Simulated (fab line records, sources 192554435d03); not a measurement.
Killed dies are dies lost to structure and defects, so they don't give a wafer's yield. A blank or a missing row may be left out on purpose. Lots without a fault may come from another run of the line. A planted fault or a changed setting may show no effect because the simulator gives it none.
fab line records | flow n5_finfet
record lots=3 wafers=9 last_day=18
route steps=1938 shown BEOL_M4@1099 BEOL_M5@1112 BEOL_M12@1602 PASSIVATION@1936
lots that met no fault: from a run of the same line without faults
start_h: hours from the record's first day to the start of the lot's first wafer shown | wait_h: hours since the lot's step before | " the same as in the row above | L1.1+2: a row that stands for several wafers | - no value, or no start given | * or withheld: withheld | < > ~ a bound
route shown NAME@n: a module of which the file shows steps, and the number in the route of the first | usual: mean/standard deviation of fault-free wafers | same: alike in all rows | chamber/n: place in a boat | sites: the reading at each site | _std_site: their standard deviation | _edge_site: outer sites' mean less inner sites' | radius_mm: how far each site lies from the wafer's centre | mask NAME#n: copy n | behind: the tool/chamber that last shaped the wafer | hold: why the lot was held/for how many hours/how that ended | device: the transistor (n, p or np) that didn't switch | end of line: the same wafers' tests at the end of the route | a step without rows: its recipe alone | killed: dies lost to structure and defects at the first sort, not the wafer's yield | map: a wafer's dies, x killed, . not, _ none there
set.NAME: the setting as run; set.NAME@STEP: as run at that earlier step | model.NAME: the simulator's own value behind a step, which no gauge read
lots at some steps of the route; a table a step, a row a wafer
services: from which hour (start_h, from the record's first day; less than 0 if before it) a tool's chamber was out of use, for how many hours, and why
## steps
# step N5_BEOL_M4_ANNEAL_95
# recipe temp_c=400 time_s=240 ambient=vacuum
# step N5_BEOL_M4_SPUTTER_96
# recipe material=Cu target_thk_a=45 temp_c=-20 chamber_pressure_pa=0.07 power_w=withheld time_s=8.29
# step N5_BEOL_M4_ECD_50
# recipe material=Cu target_thk_a=3000
# step N5_BEOL_M4_ANNEAL_51
# recipe temp_c=225 time_s=90 ambient=N2
# step N5_BEOL_M4_CMP_52
# recipe stop_on=SiOC t_overpolish_s=6.8 down_force_psi=1 platen_rpm=50 clearing_platen_down_force_psi=1.5 clearing_platen_rpm=50 post_cmp_clean=cu_alkaline target_thk_nm=40 clearing_platen_pad_velocity_m_s=0.99484 pad_velocity_m_s=0.99484
# step N5_BEOL_M4_PRE_CLEAN_60
# recipe gas=NH3/H2 time_s=15 temp_c=* rf_power_w=300
# step N5_BEOL_M4_CO_CAP_55
# recipe material=Co target_thk_a=20 temp_c=200 precursor=CCTBA/H2 pressure_torr=30 time_s=102.1
# step N5_BEOL_M4_PRE_CLEAN_56
# recipe gas=NH3 time_s=15 temp_c=withheld rf_power_w=300
# step N5_BEOL_M4_DEP_57
# recipe material=SiCN target_thk_a=80 temp_c=withheld precursor=3MS/NH3 pressure_torr=3 rf_w=202 time_s=14
# step N5_BEOL_M4_RC_MEAS_101
# usual DIBL_N=36.3/1.9 DIBL_P=36.0/2.1 IOFF_N=0.16/0.031 IOFF_P=0.21/0.035 ION_N=675/14 ION_P=464/8.5 SS_N=71.5/0.6 SS_P=73.3/0.72 VT_N=250/3.2 VT_P=-250/3.1
# columns lot.wafer tool chamber start_h wait_h DIBL_N[mV/V] DIBL_P[mV/V] IOFF_N[nA/um] IOFF_P[nA/um] ION_N[uA/um] ION_P[uA/um] SS_N[mV/dec] SS_P[mV/dec] VT_N[mV] VT_P[mV]
L661.1 prober-02 0 207.11 0.0 36.8 36.1 0.15 0.24 678 469 70.9 73.2 248 -246
L661.4 " 0 " " 40.4 39.5 0.21 0.30 687 476 72.2 73.4 245 -245
L661.6 " 0 " " 38.9 37.4 0.19 0.25 683 467 71.8 73.2 249 -245
L667.4 prober-02 0 320.52 0.5 36.7 36.3 0.15 0.21 676 460 72.0 73.5 252 -249
L667.5 " 0 " " 36.8 37.2 0.16 0.22 674 461 71.2 73.9 251 -254
L667.6 " 0 " " 34.8 34.3 0.12 0.18 658 454 71.0 72.8 255 -253
L676.2 prober-02 0 324.74 0.2 35.5 35.9 0.15 0.22 698 483 71.4 73.2 249 -250
L676.3 " 0 " " 33.4 33.9 0.11 0.20 652 462 71.5 71.7 255 -248
L676.6 " 0 " " 34.1 34.3 0.13 0.20 683 478 72.3 72.5 253 -250
# step N5_BEOL_M5_ILD_DEP_00
# recipe material=SiCOH_lowk target_thk_a=1406.4 temp_c=300 precursor=DEMS/porogen pressure_torr=5 rf_w=500 time_s=25.9
# step N5_BEOL_M5_CURE_79
# recipe temp_c=385 time_s=240 ambient=He/Ar material=SiCOH_lowk
# step N5_BEOL_M5_PECVD_70
# recipe material=SiO2 target_thk_a=160 temp_c=400 precursor=TEOS/O2 pressure_torr=5.5 rf_w=450 teos_flow_sccm=53.8 gas=O2 flow_sccm=3000 time_s=18
# step N5_BEOL_M5_HM_DEP_02
# recipe material=TiN target_thk_a=200 temp_c=25 chamber_pressure_pa=0.49996
# step N5_BEOL_M5_COAT_59
# recipe resist=SOC temp_c=250 time_s=60 spin_rpm=1500 resist_thk_nm=60
# step N5_BEOL_M5_COAT_60
# recipe resist=SiARC temp_c=220 time_s=60 spin_rpm=1500 resist_thk_nm=12
# step N5_BEOL_M5_COAT_71
# recipe resist=underlayer temp_c=205 time_s=60 spin_rpm=1500 resist_thk_nm=5
# step N5_BEOL_M5_COAT_05
# recipe resist=CAR-EUV spin_rpm=1500 resist_thk_nm=30
# step N5_BEOL_M5_EBR_07
# recipe solvent=PGMEA ebr_width_mm=1.5
# step N5_BEOL_M5_SOFTBAKE_06
# recipe temp_c=110 time_s=60 resist=CAR-EUV
# step N5_BEOL_M5_EXPOSE_08
# recipe mask_id=M5 na=0.33 source_shape=annular sigma_inner=0.4 sigma_outer=0.8 polarization=unpolarized target_cd_nm=28 dose_mj=35.75
# step N5_BEOL_M5_PEB_09
# recipe peb_temp_c=100 peb_time_s=60 resist=CAR-EUV
# step N5_BEOL_M5_DEVELOP_10
# recipe develop_time_s=30 developer=TMAH resist=CAR-EUV rinse_liquid=surfactant_rinse dry=air_spin dev_temp_c=23
# step N5_BEOL_M5_DESCUM_16
# recipe chemistry=O2 time_s=7 source_power_w=50 bias_power_w=20 pressure_mtorr=20 rf_frequency_hz=2.712e+07 temp_c=40 resist=CAR-EUV o2_flow_sccm=225
# step N5_BEOL_M5_ETCH_72
# recipe chemistry=N2/H2 target=underlayer target_depth_a=65 mask_material=CAR-EUV time_s=5.2 ion_energy_ev=200 pressure_mtorr=30 source_w=840 bias_w=150 n2_flow_sccm=200 h2_flow_sccm=200 ends=cleared
# step N5_BEOL_M5_ETCH_61
# recipe chemistry=CF4 target=SiARC target_depth_a=156 mask_material=CAR-EUV time_s=26 ion_energy_ev=80 pressure_mtorr=40 source_w=545 bias_w=36 Ar_flow_sccm=100 cf4_flow_sccm=100 ends=cleared
# step N5_BEOL_M5_ETCH_62
# recipe chemistry=N2/H2 target=SOC target_depth_a=750 overetch_a=150 mask_material=SiARC temp_c=40 time_s=112.5 ion_energy_ev=200 pressure_mtorr=30 source_w=840 bias_w=150 n2_flow_sccm=200 h2_flow_sccm=200
# step N5_BEOL_M5_STRIP_63
# recipe chemistry=N2/H2 temp_c=40 n2_flow_sccm=200 h2_flow_sccm=200 rf_frequency_hz=6e+07
# step N5_BEOL_M5_STRIP_73
# recipe chemistry=N2/H2 temp_c=40 n2_flow_sccm=200 h2_flow_sccm=200 rf_frequency_hz=6e+07
# step N5_BEOL_M5_STRIP_64
# recipe chemistry=CF4 resist=SiARC power_w=300 bias_power_w=75 pressure_mtorr=50 cf4_flow_sccm=150 rf_frequency_hz=6e+07
# step N5_BEOL_M5_HM_OPEN_17
# recipe chemistry=Cl2/BCl3 target_depth_a=200 overetch_a=60 target=TiN mask_material=SOC ion_energy_ev=150 pressure_mtorr=10 icp_w=1000 bias_w=126 Cl2_flow_sccm=53.25 bcl3_flow_sccm=21.75 Ar_flow_sccm=25
# step N5_BEOL_M5_STRIP_19
# recipe chemistry=O2 power_w=400 temp_c=40 pressure_mtorr=30 rf_frequency_hz=6e+07 bias_power_w=0 overash_fraction=0.2 o2_flow_sccm=225
# step N5_BEOL_M5_COAT_65
# recipe resist=SOC temp_c=250 time_s=60 spin_rpm=1500 resist_thk_nm=60
# step N5_BEOL_M5_COAT_66
# recipe resist=SiARC temp_c=220 time_s=60 spin_rpm=1500 resist_thk_nm=12
# step N5_BEOL_M12_ILD_DEP_00
# recipe material=SiOC target_thk_a=6589.2 temp_c=350 precursor=DEMS/O2 pressure_torr=5 rf_w=500 time_s=130.7
# usual heater_power_w=506/110 showerhead_plenum_p_Torr=5.694/0.019 showerhead_vpp_V=1357/70 throttle_valve_pct=12.2/0.73
# columns lot.wafer tool chamber start_h wait_h heater_power_w showerhead_plenum_p_Torr showerhead_vpp_V throttle_valve_pct
L661.1 pecvd-02 1 249.18 0.0 440 5.685 1397 12.2
L661.4 " 2 " " 615 5.669 1372 11.9
L661.6 " 1 " " 470 5.690 1383 12.2
L667.4 pecvd-02 1 391.28 0.1 495 5.688 1401 12.1
L667.5 " 0 " " 481 5.695 1448 12.8
L667.6 " 2 " " 620 5.681 1364 11.9
L676.2 pecvd-04 1 391.65 0.0 439 5.719 1265 11.9
L676.3 " 0 " " 425 5.717 1360 13.2
L676.6 " 1 " " 453 5.715 1296 11.9
# step N5_BEOL_M12_THK_MEAS_01
# recipe reads=SiOC_of_BEOL_M12_ILD_DEP_00
# usual M12_ILD_THK=662/8.9
# columns lot.wafer tool chamber start_h wait_h M12_ILD_THK[nm]
L661.1 film_metro-01 - 249.31 0.1 656
L661.4 " - " " 682
L661.6 " - " " 661
L667.4 film_metro-02 - 391.37 0.0 570
L667.5 " - " " 672
L667.6 " - " " 676
L676.2 film_metro-02 - 391.78 0.1 658
L676.3 " - " " 675
L676.6 " - " " 654
# step N5_BEOL_M12_OCD_MEAS_35
# usual trench_depth_nm=319/4.1
# columns lot.wafer tool chamber start_h wait_h trench_depth_nm
L661.1 ocd-01 - 251.35 0.0 316
L661.4 " - " " 322
L661.6 " - " " 319
L667.4 ocd-01 - 393.22 0.0 244
L667.5 " - " " 324
L667.6 " - " " 316
L676.2 ocd-02 - 393.64 0.0 312
L676.3 " - " " 323
L676.6 " - " " 317
# step N5_PASSIVATION_PROBE_49
# usual defect_limited_yield=91.0/1.5 killed_at_M0_to_M3=32/9.6 killed_at_M4_up=13/4.7 killed_at_contacts=13/7.2 killed_at_front_end=44/13 killed_at_other=4/3.4 killed_dies=106/18 killed_open=70/13 killed_short=35/8 sort_bin_5_function=5.3/0.97 sort_bin_6_memory=3.4/0.73 sort_bin_8_speed=0.00/0.036 sort_n_pass=1074/18 sort_yield_pct=91.0/1.5
# same gross_dies=1180 killed_at_back_side=0 sort_bin_4_leakage[%]=0
# columns lot.wafer tool chamber start_h wait_h defect_limited_yield[%] killed_at_M0_to_M3 killed_at_M4_up killed_at_contacts killed_at_front_end killed_at_other killed_dies killed_open killed_short sort_bin_5_function[%] sort_bin_6_memory[%] sort_bin_8_speed[%] sort_n_pass sort_yield_pct[%]
L667.4 prober-01 - 442.42 0.2 80.5 45 133 3 42 7 230 80 32 15.8 3.5 0 950 80.5
L667.5 prober-01 - 442.47 0.2 91.4 49 16 4 31 2 102 78 24 4.9 3.5 0 1078 91.4
L667.6 prober-01 - 442.52 0.3 91.9 30 12 8 43 3 96 67 29 5.3 2.5 0 1084 91.9
# killed by level:class
L667.4 BEOL_M12:area_etch=117 BEOL_M2:geometric_particle:open=10 BEOL_M0:geometric_particle:open=9 FIN_SAQP:geometric_particle:open=8 STI_FIN_REVEAL:geometric_particle:open=7 BEOL_M3:geometric_particle:open=6 FIN_SAQP:geometric_particle:short=5 DUMMY_GATE:geometric_particle:open=5
L667.5 BEOL_M0_SAQP:geometric_particle:open=11 BEOL_M2:geometric_particle:open=10 BEOL_M4:geometric_particle:open=9 FIN_SAQP:geometric_particle:open=8 BEOL_M1:geometric_particle:open=8 BEOL_M3:geometric_particle:open=6 FIN_SAQP:geometric_particle:short=5 BEOL_M0_SAQP:geometric_particle:short=5
L667.6 STI_FIN_REVEAL:geometric_particle:open=10 FIN_SAQP:geometric_particle:short=9 BEOL_M1:geometric_particle:open=8 FIN_SAQP:geometric_particle:open=7 MOL_CONTACT_COAG:geometric_particle:open=7 BEOL_M0_SAQP:geometric_particle:open=6 BEOL_M3:geometric_particle:open=5 DUMMY_GATE:geometric_particle:open=4
# map L667.4 (x killed, . not)
_________________.......x....________________
______________.................._____________
___________..x.....................__________
__________......x..................._________
________................x.x......xx..._______
_______.........................x......______
______........x.........x.....x........._____
_____xx........xxx.....x.............x...____
____..............x...x.xx...x.........x..___
___.x.x.....x......x.x.....................__
___.x........x......xx..x....x.............__
__.............xxx...xxxx...............x.xx_
__...x...........x.xxx.xx..................._
_...x........xx.xxxxxxxxx...x.......x....x...
_...........x.xx.xxxxxxxx.xx..x.....x....xx..
_........x.xxx.xxxxxxxxxxx......x........x...
_.......x..xxxxxxxxxx.xx...............xx....
_....x....xxxxxxxxxxx.x...xxx................
_.......x...xxxxxxxxxxxx....x..x..x.........x
_..........x.xxxxxxxxxx..x...x.....x.........
_.......x....x.xxxxxxx....x..x.......x.......
__.....x.....xxxx.xxx........x.............._
__.x...........xx....x...x.x..............x._
___.x...........x.xx....x......x....x..x..x__
___x............x..x................x..x...__
____................x.x.x...x...........x.___
_____.......x..................x.........____
______.x..x.............x..x..x........._____
_______...x.......x.x..................______
________...............x.........x..x._______
__________........x................x_________
___________...................x..x.__________
______________.......x.......x.._____________
_________________.........x..________________
# map L661.6 (x killed, . not)
_________________.x......x...________________
______________.................._____________
___________.......x................__________
__________.......................x.._________
________.........................xx..._______
_______....................x...........______
______..................x.....x........._____
_____.................................x..____
____................x......x...x.....x....___
___...................x.......x............__
___..............x...............x.....x...__
__...........x...x.x.......x.............x.._
__....x...........x.............x..........._
_..x.......x..x.x...............x............
_......x.......x..................x....x.....
_..............................x.........x...
_..........x............................x....
_................x.......x.....x...x........x
_....................x.......................
_...x.................x........x.........x...
_x...x............x.......x.......xxx........
__..x.....x...........................x....._
__.................xx....x.x.....x....x....._
___.x................x....................x__
___..................x.......x...x.......x.__
____...x.x...x........................x...___
_____.......x.............x..............____
______.......x.........x...x.....x......_____
_______......x..............x......x...______
________..............x.......x...xx.._______
__________xx....x............x....x._________
___________x........x..............__________
______________...x.............._____________
_________________............________________
## services
# columns tool chamber start_h hours kind
pecvd-02 0 231.36 2.1 scheduled_down
pecvd-02 1 236.93 5.5 scheduled_down
pecvd-02 0 279.40 5.5 scheduled_down
pecvd-04 2 301.30 3.7 repair
pecvd-04 0 312.35 5.5 scheduled_down
pecvd-02 - 365.26 3.4 repair
## key
first_sign step=N5_BEOL_M12_THK_MEAS_01 reading=M12_ILD_THK direction=down sigmas=10 usual=662 struck=570
effect step=N5_BEOL_M12_OCD_MEAS_35 reading=trench_depth_nm direction=down sigmas=18 usual=319 struck=244
effect step=N5_PASSIVATION_PROBE_49 reading=killed_at_M4_up direction=up sigmas=25 usual=13 struck=133
more_kills_born_at N5_BEOL_M12_VIA_ETCH_16@rie_diel-03=117
met_at N5_BEOL_M12_ILD_DEP_00
struck_wafers L667.4
onset_between 249.18 391.28
fault kind=site_profile_drift tool=pecvd-02 chamber=1 onset_h=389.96 steps=N5_BEOL_M12_ILD_DEP_00 basis=fraction max_abs_drift=0.33565 slope_share_per_hr=74.59 site_pattern=0,0,0,0,0,-1,-1,-1,-1
